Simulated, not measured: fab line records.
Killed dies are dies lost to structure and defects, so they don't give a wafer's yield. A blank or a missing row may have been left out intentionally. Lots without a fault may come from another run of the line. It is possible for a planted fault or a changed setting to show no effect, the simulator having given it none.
8D (eight disciplines) problem report, filled in by code :: flow nandHarc :: the parts of the form that need people (team, actions taken, sign-off) are left out

## 1. THE ISSUE
Wafers with no fault read 113.7 nm with a standard deviation of 1.6, whereas thkNm at NHARC_A_M0_THK_MEAS_24 reads a mean of 104.4 nm on 1 wafer of 1 lot. Measured from the usual mean, that is -5.8 standard deviations.
The step: measures by xrf.
The first sign was on wafer L956.1 at day 21 18:15, on filmMetro-01. Wafers with a number at this step in the record: 35, from 12 lots. The rule behind "out" and "out of limits": a value lying over 4 standard deviations away from the usual mean. The other wafers with a number count as sound.

## 2. WHAT IT IS, WHAT IT ISN'T
question: which readings at this step
is: thkNm
is not: -

question: which lots
is: L956
is not: L942, L943, L944, L948, L950, L952, L953, L955, L961, L963, L964

question: which wafers of those lots
is: L956.1
is not: L956.4, L956.5

question: read on which gauges
is: filmMetro-01
is not: filmMetro-02

question: when
is: from day 21 18:15
is not: up to then (25 sound wafers); but 9 sound wafers of L961, L963, L964 came after

## 3. WHAT RULES OUT EACH SUSPECT
Counting: any tool at a process step up to the reading remains a suspect provided it ran every lot that is out. Sound lots after the first of them don't rule it out here, since some wafers of a struck lot are sound.
- the gauge at NHARC_A_M0_THK_MEAS_24 has been ruled out. All the wafers that are out were read on filmMetro-01, but those of them that NHARC_A_M0_CMP_23 has rows for are out there too, on other tools.
- cvdW-02 at NHARC_A_BLC_CVD_24 (deposits W, target thk 150 nm, time 434 s): kept. The lot that is out, L956, ran on it at day 21 15:49; the last sound lot it ran before that was L955, at day 20 20:13. NHARC_A_BLC_CVD_24 gives no start for some lots, so the hours and the order of its lots are those of NHARC_A_M0_INSPECT_11.
- rieDiel-07 at NHARC_A_M0_STRIP_18 (strips in N2/H2): kept. The lot that is out, L956, ran on it at day 21 16:17; the last sound lot it ran before that was L953, at day 20 05:36.
- cmp-01 at NHARC_A_M0_CMP_23 (polishes, t overpolish 20 s, target thk 113.75 nm): kept. The lot that is out, L956, ran on it at day 21 17:56; the last sound lot it ran before that was L955, at day 20 22:20. On those wafers its own readings are out: timeToEndpointS.
- Within cmp-01 at NHARC_A_M0_CMP_23: the wafers that are out ran in chamber 1; their sound lot-mates ran in chamber 2.
After the count, these remain: cvdW-02 at NHARC_A_BLC_CVD_24, rieDiel-07 at NHARC_A_M0_STRIP_18 and cmp-01 at NHARC_A_M0_CMP_23.

## 4. THE CAUSE (what the simulator had put in)
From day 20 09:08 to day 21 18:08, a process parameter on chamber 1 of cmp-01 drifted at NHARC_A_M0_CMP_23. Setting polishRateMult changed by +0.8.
Counting left 3 suspects, and this tool is among them.

## 5. SEQUENCE OF EFFECTS, ordered by route
Each row: a reading where the mean over the struck wafers with a number is more than 3 standard deviations away from the usual. Readings are gone through only where the record gives a usual standard deviation; hours: the median, over the lots, of the time from a lot's start at the first step in this table giving one to that lot's start at this step; sigmas: the change measured in usual standard deviations.
hours: 0
step: NHARC_A_M0_CMP_23
reading: timeToEndpointS
usual: 27.9 s
on struck wafers: 14.1
change: -13.8
sigmas: -4.8

hours: 0
step: NHARC_A_M0_THK_MEAS_24
reading: thkNm
usual: 113.7 nm
on struck wafers: 104.4
change: -9.3
sigmas: -5.8
The process steps in it:
- NHARC_A_M0_CMP_23: polishes, t overpolish 20 s, target thk 113.75 nm.

## 6. HOW IT WOULD HAVE BEEN CAUGHT EARLIER
The first out-of-limits reading at a measuring or inspecting step in this record came at day 21 18:15, 33 hours after the fault's start at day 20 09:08.
At NHARC_A_M0_CMP_23, the tool's own readings (timeToEndpointS) were out on each struck wafer the step has a row for, so an alarm limit on them would have fired on the first such wafer.
All the lots that are out (1) had begun NHARC_A_M0_CMP_23 on cmp-01 by day 21 18:15. Holding the tool at that point would not have protected any of them.
